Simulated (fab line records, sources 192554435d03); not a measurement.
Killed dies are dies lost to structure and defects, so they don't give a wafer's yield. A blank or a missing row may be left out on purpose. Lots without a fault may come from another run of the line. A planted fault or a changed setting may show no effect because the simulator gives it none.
Which tool did it? | flow n5_finfet | 11 lots, 29 wafers sampled, at 5 steps of a route of 1938

WHAT THE GAUGES READ, wafer by wafer
N5_BEOL_M0_SAQP_THK_MEAS_05. Usual: thk_nm 59.7 nm, standard deviation 1.1.
lot  | measured     | on            | thk_nm (nm)    | flag
L298 | day 5 20:31  | film_metro-01 | 59.4 59.0 60.9 |
L299 | day 5 23:43  | film_metro-01 | 60.3 60.9      |
L297 | day 6 12:13  | film_metro-01 | 59.0 60.0 60.0 |
L310 | day 8 23:14  | film_metro-02 | 61.7 62.1 60.8 |
L311 | day 9 01:28  | film_metro-01 | 59.7 61.6 61.1 |
L312 | day 9 05:56  | film_metro-01 | 59.6 60.2 60.7 |
L313 | day 9 13:49  | film_metro-01 | 59.3 60.8      |
L315 | day 9 21:45  | film_metro-01 | 59.8 61.2 62.1 |
L317 | day 10 08:36 | film_metro-01 | 58.0 58.1      |
L318 | day 10 21:18 | film_metro-01 | 58.7 62.1 60.2 |
L320 | day 11 05:19 | film_metro-01 | 61.0 60.4      |

N5_BEOL_M0_SAQP_CD_MEAS_14: target cd 42.5 nm. Usual: cd_nm 42.7 nm, standard deviation 0.44.
lot  | measured     | on        | cd_nm (nm)     | flag
L298 | day 5 21:01  | cd_sem-02 | 42.8 43.2 43.3 |
L299 | day 6 00:12  | cd_sem-03 | 42.8 42.4      |
L297 | day 6 12:42  | cd_sem-02 | 42.9 42.5 43.1 |
L310 | day 8 23:44  | cd_sem-03 | 41.7 42.3 41.7 |
L311 | day 9 01:57  | cd_sem-03 | 42.6 42.8 43.1 |
L312 | day 9 06:25  | cd_sem-02 | 42.6 42.2 43.1 |
L313 | day 9 14:17  | cd_sem-03 | 43.1 42.8      |
L315 | day 9 22:07  | cd_sem-03 | 42.5 42.6 42.7 |
L317 | day 10 09:05 | cd_sem-03 | 43.1 42.4      |
L318 | day 10 21:47 | cd_sem-03 | 42.2 43.3 42.7 |
L320 | day 11 05:48 | cd_sem-03 | 42.8 42.6      |

N5_BEOL_M4_RC_MEAS_101. Usual: DIBL_N 36.9 mV/V, standard deviation 2.1; DIBL_P 37.1 mV/V, standard deviation 2.5; IOFF_N 0.17 nA/um, standard deviation 0.039; IOFF_P 0.23 nA/um, standard deviation 0.043; ION_N 673 uA/um, standard deviation 15; ION_P 462 uA/um, standard deviation 9.1; SS_N 71.8 mV/dec, standard deviation 0.69; SS_P 73.6 mV/dec, standard deviation 0.74; VT_N 250 mV, standard deviation 3.6; VT_P -249.7 mV, standard deviation 2.9.
lot  | measured     | on        | DIBL_N (mV/V)  | DIBL_P (mV/V)  | IOFF_N (nA/um) | IOFF_P (nA/um) | ION_N (uA/um) | ION_P (uA/um) | SS_N (mV/dec)  | SS_P (mV/dec)  | VT_N (mV)   | VT_P (mV)            | flag
L298 | day 8 09:50  | prober-02 | 35.1 36.0 34.3 | 37.0 36.9 35.4 | 0.16 0.15 0.14 | 0.24 0.23 0.20 | 691 666 674   | 474 459 464   | 71.2 71.7 71.2 | 74.0 73.6 73.3 | 251 253 249 | -247.6 -248.0 -248.0 |
L299 | day 8 13:13  | prober-02 | 40.9 39.4      | 43.9 41.2      | 0.29 0.23      | 0.35 0.29      | 703 682       | 476 461       | 72.5 72.1      | 75.0 74.2      | 241 245     | -245.6 -245.4        |
L297 | day 8 17:35  | prober-01 | 37.9 39.5 37.5 | 37.0 40.3 36.5 | 0.18 0.22 0.16 | 0.19 0.23 0.17 | 674 687 664   | 447 456 444   | 71.8 71.9 72.2 | 73.2 74.3 73.8 | 248 247 253 | -249.9 -250.1 -252.8 |
L313 | day 12 08:41 | prober-01 | 38.7 40.3      | 39.0 41.2      | 0.19 0.20      | 0.24 0.27      | 689 695       | 465 474       | 72.4 72.6      | 72.8 73.8      | 246 246     | -249.5 -246.3        |
L315 | day 12 15:34 | prober-01 | 34.4 37.2 38.1 | 34.4 37.1 38.7 | 0.12 0.17 0.19 | 0.16 0.19 0.22 | 665 671 687   | 450 457 462   | 71.6 71.5 71.6 | 73.0 73.6 73.9 | 254 249 246 | -251.9 -252.1 -250.4 |
L317 | day 12 20:01 | prober-02 | 35.4 37.2      | 36.7 37.4      | 0.15 0.17      | 0.21 0.22      | 682 679       | 469 463       | 71.2 71.5      | 73.3 74.3      | 250 250     | -251.0 -249.4        |
L318 | day 13 11:34 | prober-01 | 35.2 33.2 35.0 | 35.2 32.6 34.3 | 0.16 0.13 0.17 | 0.24 0.19 0.21 | 658 666 649   | 459 464 453   | 71.6 71.5 72.1 | 73.2 72.3 72.9 | 249 252 250 | -246.8 -248.8 -248.8 |
L320 | day 13 14:38 | prober-01 | 34.0 39.7      | 35.0 42.6      | 0.15 0.27      | 0.20 0.35      | 686 712       | 473 485       | 71.6 73.2      | 73.2 75.6      | 247 242     | -249.2 -245.4        |

WHICH TOOL RAN EACH LOT (tool, then ch and the chambers of the sampled wafers, then the start)
lot  | N5_BEOL_M0_SAQP_ETCH_101          | N5_BEOL_M0_SAQP_SPACER2_ALD_26
L298 | rie_diel-01 ch 1,2, day 5 23:30   | ald_sin-02 ch 1,2,3, day 6 00:32
L299 | rie_diel-01 ch 1,2, day 6 02:13   | ald_sin-04 ch 0,1, day 6 03:57
L297 | rie_diel-04 ch 1,3, day 6 14:32   | ald_sin-01 ch 0,1,2, day 6 15:42
L310 | rie_diel-01 ch 0,1,3, day 9 01:29 | ald_sin-01 ch 0,1, day 9 02:28
L311 | rie_diel-02 ch 0,3, day 9 03:44   | ald_sin-02 ch 0,1,3, day 9 06:04
L312 | rie_diel-04 ch 2,3, day 9 08:43   | ald_sin-04 ch 0,1,2, day 9 09:43
L313 | rie_diel-01 ch 3, day 9 15:59     | ald_sin-02 ch 0, day 9 16:58
L315 | rie_diel-04 ch 0,2, day 9 23:50   | ald_sin-01 ch 1,2,3, day 10 00:48
L317 | rie_diel-01 ch 0,3, day 10 11:26  | ald_sin-01 ch 2,3, day 10 12:41
L318 | rie_diel-04 ch 0,3, day 11 00:50  | ald_sin-04 ch 2,3, day 11 01:51
L320 | rie_diel-01 ch 0,2, day 11 07:50  | ald_sin-02 ch 0,1, day 11 09:11
- N5_BEOL_M0_SAQP_ETCH_101: etches SiNx in CH3F/O2, target depth 29.9 nm, time 42.7 s.
- N5_BEOL_M0_SAQP_SPACER2_ALD_26: deposits SiO2, target thk 15 nm, pulse time 1 s, purge time 2 s.

WHAT THE TOOLS THEMSELVES READ (means of the sampled wafers that have a number; where no wafer has one, the mark that the record gives instead)
N5_BEOL_M0_SAQP_ETCH_101. Usual: CH3F_flow_sccm 30.00 sccm, standard deviation 0.085; O2_flow_sccm 20.00 sccm, standard deviation 0.055; drypump_motor_current_A 5.9 A, standard deviation 0.58; oes_o_777_au 0.81 a.u., standard deviation 0.087; oes_product_au 0.80 a.u., standard deviation 0.081; rf_fwd_power_W 393.0 W, standard deviation 1.2; rf_vpp_V 296 V, standard deviation 8.5; showerhead_plenum_p_Torr 1.99 Torr, standard deviation 0.067; throttle_valve_pct 16.23 %, standard deviation 0.24.
lot  | tool        | CH3F_flow_sccm (sccm) | O2_flow_sccm (sccm) | drypump_motor_current_A (A) | oes_o_777_au (a.u.) | oes_product_au (a.u.) | rf_fwd_power_W (W) | rf_vpp_V (V) | showerhead_plenum_p_Torr (Torr) | throttle_valve_pct (%) | flag
L298 | rie_diel-01 | 30.04                 | 20.06               | 6.7                         | 0.82                | 0.84                  | 393.9              | 295          | 1.97                            | 16.09                  |
L299 | rie_diel-01 | 29.95                 | 19.96               | 6.6                         | 0.85                | 0.84                  | 393.6              | 291          | 1.98                            | 16.18                  |
L297 | rie_diel-04 | 29.99                 | 20.01               | 6.1                         | 0.88                | 0.84                  | 392.8              | 295          | 1.96                            | 16.12                  |
L310 | rie_diel-01 | -                     | -                   | -                           | -                   | -                     | -                  | -            | -                               | -                      | OFF
L311 | rie_diel-02 | -                     | -                   | -                           | -                   | -                     | -                  | -            | -                               | -                      | OFF
L312 | rie_diel-04 | -                     | -                   | -                           | -                   | -                     | -                  | -            | -                               | -                      | OFF
L313 | rie_diel-01 | 29.98                 | 19.98               | 6.3                         | 0.73                | 0.72                  | 394.4              | 293          | 1.98                            | 16.11                  |
L315 | rie_diel-04 | 30.07                 | 20.01               | 6.0                         | 0.71                | 0.72                  | 392.6              | 312          | 2.01                            | 16.37                  |
L317 | rie_diel-01 | 30.05                 | 19.95               | 5.7                         | 0.78                | 0.78                  | 392.6              | 296          | 1.96                            | 16.04                  |
L318 | rie_diel-04 | 30.06                 | 20.04               | 6.3                         | 0.73                | 0.74                  | 394.6              | 310          | 2.02                            | 16.35                  |
L320 | rie_diel-01 | 30.12                 | 20.03               | 5.9                         | 0.79                | 0.81                  | 393.3              | 300          | 1.92                            | 15.96                  |

N5_BEOL_M0_SAQP_SPACER2_ALD_26. Usual: heater_power_w 468 W, standard deviation 68; precursor_pulse_height_rel 1.002, standard deviation 0.018.
lot  | tool       | heater_power_w (W) | precursor_pulse_height_rel | flag
L298 | ald_sin-02 | 484                | 1.001                      |
L299 | ald_sin-04 | 430                | 0.993                      |
L297 | ald_sin-01 | 478                | 1.001                      |
L310 | ald_sin-01 | 436                | 1.006                      |
L311 | ald_sin-02 | 479                | 0.997                      |
L312 | ald_sin-04 | 468                | 0.993                      |
L313 | ald_sin-02 | 441                | 0.991                      |
L315 | ald_sin-01 | 519                | 0.995                      |
L317 | ald_sin-01 | 534                | 0.984                      |
L318 | ald_sin-04 | 520                | 1.012                      |
L320 | ald_sin-02 | 462                | 0.990                      |

THE ANSWER, worked out from the rows above alone
Rule: a lot is off if the mean of its wafers that have a number lies more than 3 standard deviations from the usual mean. A lot without any number at a reading at which 4 lots or more have one is off too. The other lots that the step has rows for count as sound. The gauges are gone through in route order, then the tools' own readings, and for those a lot's mean is taken as printed above. The first step at which some lot is off is used, and at that step the reading that is off furthest; a lot without a number counts as furthest.
Off: L310, L311, L312, at N5_BEOL_M0_SAQP_ETCH_101 (CH3F_flow_sccm). Without a number there: L310, L311, L312.
A tool fits if, at that step or a process step before it, it ran every lot that is off, and no sound lot after the first of them. None of those tried fits.

WHAT THE SIMULATOR HAD PUT IN
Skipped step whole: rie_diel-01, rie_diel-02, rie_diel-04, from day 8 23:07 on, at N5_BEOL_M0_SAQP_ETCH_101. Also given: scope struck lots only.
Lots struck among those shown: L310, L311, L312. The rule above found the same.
